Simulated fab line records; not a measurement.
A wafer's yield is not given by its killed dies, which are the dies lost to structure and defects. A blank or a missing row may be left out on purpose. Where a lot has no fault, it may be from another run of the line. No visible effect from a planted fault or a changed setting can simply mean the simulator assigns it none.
Lot-split experiment :: flow n5-finfet :: route with 1938 steps; 7 lots, 21 wafers read

== THE SPLIT ==
At N5_BEOL_M5_ILD_DEP_00 (deposits SiCOH lowk from DEMS/porogen, target thk 140.64 nm, time 25.9 s), the setting time-s was moved away from the recipe's 25.9 s on 7 of the 21 wafers read, by -14.1% to +14.7%. All remaining wafers had this setting at the recipe value.

== FROM THE SPLIT TO THE READING: what the file shows between them, 1 step ==
- N5_BEOL_M5_CURE_79: cures SiCOH lowk, time 240 s

== THE READING ==
M5_ILD_THK, in nm, at N5_BEOL_M5_THK_MEAS_01. Typical for fault-free wafers on this fab line: 120.7 nm, with standard deviation 1.8 nm.

wafer: L075.1
tool, chamber at the split: pecvd-04, 0
time-s as run, s: 27.53
against the recipe: +6.3%
M5_ILD_THK, nm: 127.6
against lot-mates on the recipe: +8.1

wafer: L075.3
tool, chamber at the split: pecvd-04, 2
time-s as run, s: 25.9
against the recipe: recipe
M5_ILD_THK, nm: 119.4
against lot-mates on the recipe: -

wafer: L075.6
tool, chamber at the split: pecvd-04, 2
time-s as run, s: 25.9
against the recipe: recipe
M5_ILD_THK, nm: 119.5
against lot-mates on the recipe: -

wafer: L076.4
tool, chamber at the split: pecvd-03, 2
time-s as run, s: 29.7
against the recipe: +14.7%
M5_ILD_THK, nm: 139.6
against lot-mates on the recipe: +18.0

wafer: L076.5
tool, chamber at the split: pecvd-03, 0
time-s as run, s: 25.9
against the recipe: recipe
M5_ILD_THK, nm: 122.2
against lot-mates on the recipe: -

wafer: L076.6
tool, chamber at the split: pecvd-03, 1
time-s as run, s: 25.9
against the recipe: recipe
M5_ILD_THK, nm: 121.0
against lot-mates on the recipe: -

wafer: L078.2
tool, chamber at the split: pecvd-03, 2
time-s as run, s: 25.9
against the recipe: recipe
M5_ILD_THK, nm: 119.6
against lot-mates on the recipe: -

wafer: L078.3
tool, chamber at the split: pecvd-03, 0
time-s as run, s: 29.55
against the recipe: +14.1%
M5_ILD_THK, nm: 135.9
against lot-mates on the recipe: +16.3

wafer: L078.5
tool, chamber at the split: pecvd-03, 0
time-s as run, s: 29.55
against the recipe: +14.1%
M5_ILD_THK, nm: 139.9
against lot-mates on the recipe: +20.3

wafer: L082.1
tool, chamber at the split: pecvd-04, 0
time-s as run, s: 25.9
against the recipe: recipe
M5_ILD_THK, nm: 118.8
against lot-mates on the recipe: -

wafer: L082.3
tool, chamber at the split: pecvd-04, 1
time-s as run, s: 25.9
against the recipe: recipe
M5_ILD_THK, nm: 118.7
against lot-mates on the recipe: -

wafer: L082.4
tool, chamber at the split: pecvd-04, 1
time-s as run, s: 25.9
against the recipe: recipe
M5_ILD_THK, nm: 120.9
against lot-mates on the recipe: -

wafer: L083.2
tool, chamber at the split: pecvd-04, 1
time-s as run, s: 22.26
against the recipe: -14.1%
M5_ILD_THK, nm: 103.3
against lot-mates on the recipe: -15.2

wafer: L083.4
tool, chamber at the split: pecvd-04, 2
time-s as run, s: 25.9
against the recipe: recipe
M5_ILD_THK, nm: 118.5
against lot-mates on the recipe: -

wafer: L083.6
tool, chamber at the split: pecvd-04, 1
time-s as run, s: 22.26
against the recipe: -14.1%
M5_ILD_THK, nm: 104.2
against lot-mates on the recipe: -14.3

wafer: L087.3
tool, chamber at the split: pecvd-04, 0
time-s as run, s: 25.9
against the recipe: recipe
M5_ILD_THK, nm: 120.5
against lot-mates on the recipe: -

wafer: L087.5
tool, chamber at the split: pecvd-04, 2
time-s as run, s: 25.9
against the recipe: recipe
M5_ILD_THK, nm: 123.5
against lot-mates on the recipe: -

wafer: L087.6
tool, chamber at the split: pecvd-04, 1
time-s as run, s: 27.62
against the recipe: +6.6%
M5_ILD_THK, nm: 129.9
against lot-mates on the recipe: +7.9

wafer: L089.2
tool, chamber at the split: pecvd-01, 2
time-s as run, s: 25.9
against the recipe: recipe
M5_ILD_THK, nm: 118.6
against lot-mates on the recipe: -

wafer: L089.3
tool, chamber at the split: pecvd-01, 0
time-s as run, s: 25.9
against the recipe: recipe
M5_ILD_THK, nm: 119.5
against lot-mates on the recipe: -

wafer: L089.6
tool, chamber at the split: pecvd-01, 0
time-s as run, s: 25.9
against the recipe: recipe
M5_ILD_THK, nm: 122.2
against lot-mates on the recipe: -

FIT RESULTS
A straight line over all 21 wafers: M5_ILD_THK changes by +1.24 nm for each +1% of time-s; r = +0.99; the points scatter about the line by 1.5 nm.
The same after taking each lot's own level away (the mean of its wafers on the recipe; 21 wafers): +1.18 nm for each +1%; r = +0.99; scatter 1.3 nm.
The reading moves by 17 nm for the largest change in time-s, on that fit.
Across the lots, their own levels run from 118.50 to 122.00 nm, a range of 1.9 times the standard deviation given above.
Hence the lot-to-lot level has little effect on the slope; both slopes agree.
Check: +17.6 nm against its lot-mates is what the line predicts for one of the wafers moved furthest among these (+14.7%) when that wafer is left out of the fit. Against them it came out at +18 nm.

== THE WHOLE CHAIN: every reading that the file lists as answering this split, in the file's order ==
step: N5_BEOL_M5_ILD_DEP_00
what it does: deposits SiCOH lowk from DEMS/porogen, target thk 140.64 nm, time 25.9 s
reading: SiCOH_lowk_of_BEOL_M5_ILD_DEP_00.thk-nm (the simulator's own value, which no gauge read)
change (the file's fit): +1.38 nm for each +1% of the setting
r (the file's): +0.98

step: N5_BEOL_M5_CURE_79
what it does: cures SiCOH lowk, time 240 s
reading: SiCOH_lowk_of_BEOL_M5_ILD_DEP_00.thk-nm (the simulator's own value, which no gauge read)
change (the file's fit): +1.2 nm for each +1% of the setting
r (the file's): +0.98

step: N5_BEOL_M5_THK_MEAS_01
what it does: 
reading: M5_ILD_THK
change (the file's fit): +1.2 for each +1% of the setting
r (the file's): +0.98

== THE FILE'S OWN FIT ==
M5_ILD_THK changes by +1.2 nm for each +1% of time-s, r = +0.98.
